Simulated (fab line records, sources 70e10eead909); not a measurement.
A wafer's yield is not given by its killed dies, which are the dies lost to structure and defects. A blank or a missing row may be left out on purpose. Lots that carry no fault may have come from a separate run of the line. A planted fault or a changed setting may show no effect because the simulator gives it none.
Matching of chambers -- flow nand harc -- NHARC_P_STI_ETCH_42 on rie diel-11 has 4 sister chambers
The step etches the open film in N2/H2, target depth 80 nm, overetch 24 nm, time 61 s. 14 wafers are shown with their chamber, then 7 later ones without.

== EACH WAFER AND ITS CHAMBER ==
wafer,chamber,drypump motor current A (A),rf vpp V (V),oes product au (a.u.)
L075.1,2,5.4,429.8,1.008
L075.2,0,6.7,435.0,0.996
L075.5,3,6.5,430.0,0.999
L081.2,0,6.6,434.8,0.999
L081.3,3,6.4,429.9,0.999
L081.4,1,5.9,428.1,0.987
L083.1,0,6.7,435.3,1.006
L083.2,1,5.8,428.0,0.997
L083.3,3,6.4,430.6,1.008
L091.2,0,6.7,436.1,1.004
L091.4,2,5.5,429.9,0.996
L091.6,1,5.9,428.1,0.997
L093.1,3,6.5,431.5,1.012
L093.4,0,6.6,434.0,0.999

SIGNATURES (averages over the wafers above)
reading,chamber 0,chamber 1,chamber 2,chamber 3,scatter within a chamber
drypump motor current A,6.660,5.867,5.450,6.450,0.058
rf vpp V,435.040,428.067,429.850,430.500,0.63
oes product au,1.00080,0.99367,1.00200,1.00450,0.00578
Rule: distance of a wafer from a chamber = root of the sum over the readings of ((wafer's reading minus chamber's mean) / reading's scatter) squared. The wafer belongs to the nearest chamber; if the next one is less than 2 further off, it can't be placed. The scatter: take each reading less its chamber's mean, square it, sum over the shown wafers, divide by the number of wafers less the number of chambers, and take the root.

== WAFERS WITHOUT THEIR CHAMBER ==
wafer,drypump motor current A (A),rf vpp V (V),oes product au (a.u.)
L093.6,5.5,429.4,1.007
L095.2,6.7,435.3,1.001
L095.5,6.7,434.5,1.001
L095.6,5.9,428.8,0.993
L096.1,6.5,432.2,1.002
L096.3,6.6,435.1,0.978
L096.4,5.4,430.1,0.993

== WHICH CHAMBER EACH ONE RAN IN ==
wafer,from the rows above,in truth
L093.6,2,2
L095.2,0,0
L095.5,0,0
L095.6,1,1
L096.1,3,3
L096.3,0,0
L096.4,2,2
Correct placement for 7 of the 7. Not placeable from these rows: 0. Placed wrongly: 0.
